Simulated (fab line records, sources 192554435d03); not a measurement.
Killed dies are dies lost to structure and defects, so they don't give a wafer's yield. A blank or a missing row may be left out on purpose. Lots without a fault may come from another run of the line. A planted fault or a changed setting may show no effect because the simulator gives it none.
Chamber matching | flow n5_finfet | N5_BEOL_M15_DESCUM_33 on rie_diel-02: 4 sister chambers
The step chemistry O2, time 7.9 s. 20 wafers are shown with their chamber, then 10 later ones without.

WAFERS WITH THEIR CHAMBER
wafer  | chamber | drypump_motor_current_A (A) | showerhead_plenum_p_Torr (Torr) | throttle_valve_pct (%)
L075.1 | 0       | 5.9                         | 2.22                            | 20.58
L075.2 | 2       | 5.7                         | 2.16                            | 20.62
L075.6 | 0       | 5.9                         | 2.22                            | 20.57
L077.2 | 1       | 5.2                         | 2.00                            | 20.19
L077.3 | 2       | 5.8                         | 2.16                            | 20.61
L077.6 | 2       | 5.8                         | 2.16                            | 20.61
L079.3 | 2       | 5.8                         | 2.16                            | 20.62
L079.4 | 2       | 5.8                         | 2.16                            | 20.63
L079.6 | 1       | 5.2                         | 2.00                            | 20.17
L082.1 | 1       | 5.1                         | 1.99                            | 20.19
L082.2 | 0       | 5.9                         | 2.22                            | 20.61
L082.3 | 2       | 5.8                         | 2.15                            | 20.64
L085.3 | 3       | 6.4                         | 2.06                            | 20.25
L085.4 | 0       | 5.9                         | 2.21                            | 20.61
L085.6 | 2       | 5.8                         | 2.15                            | 20.63
L088.3 | 2       | 5.8                         | 2.15                            | 20.66
L088.4 | 0       | 5.9                         | 2.21                            | 20.63
L088.6 | 1       | 5.2                         | 1.99                            | 20.21
L090.2 | 1       | 5.2                         | 1.99                            | 20.24
L090.4 | 0       | 5.9                         | 2.21                            | 20.64

SIGNATURES (means of the wafers above)
reading                  | chamber 0 | chamber 1 | chamber 2 | chamber 3 | scatter within a chamber
drypump_motor_current_A  | 5.900     | 5.180     | 5.787     | 6.400     | 0.0324
showerhead_plenum_p_Torr | 2.2150    | 1.9940    | 2.1562    | 2.0600    | 0.00535
throttle_valve_pct       | 20.6067   | 20.2000   | 20.6275   | 20.2500   | 0.023
Rule: a wafer's distance from a chamber is the root of the sum, over the readings, of the square of ((its reading less the chamber's mean) divided by the reading's scatter). The wafer belongs to the nearest chamber; if the next one is less than 2 further off, it can't be placed. The scatter: the root of (the sum of the squares of (reading less its chamber's mean) over the shown wafers, divided by (wafers less chambers)).

WAFERS WITHOUT THEIR CHAMBER
wafer  | drypump_motor_current_A (A) | showerhead_plenum_p_Torr (Torr) | throttle_valve_pct (%)
L090.6 | 5.2                         | 1.99                            | 20.25
L091.1 | 5.8                         | 2.14                            | 20.68
L091.3 | 5.1                         | 1.99                            | 20.24
L091.6 | 5.9                         | 2.21                            | 20.65
L096.1 | 5.9                         | 2.20                            | 20.65
L096.2 | 6.4                         | 2.06                            | 20.26
L096.3 | 5.2                         | 1.98                            | 20.25
L094.1 | 5.9                         | 2.20                            | 20.66
L094.2 | 6.4                         | 2.06                            | 20.29
L094.6 | 6.4                         | 2.06                            | 20.26

WHICH CHAMBER EACH WENT THROUGH
wafer  | from the rows above | in truth
L090.6 | 1                   | 1
L091.1 | 2                   | 2
L091.3 | 1                   | 1
L091.6 | 0                   | 0
L096.1 | 0                   | 0
L096.2 | 3                   | 3
L096.3 | 1                   | 1
L094.1 | 0                   | 0
L094.2 | 3                   | 3
L094.6 | 3                   | 3
Placed correctly: 10 of 10. Can't be placed from these rows: 0. Placed wrongly: 0.
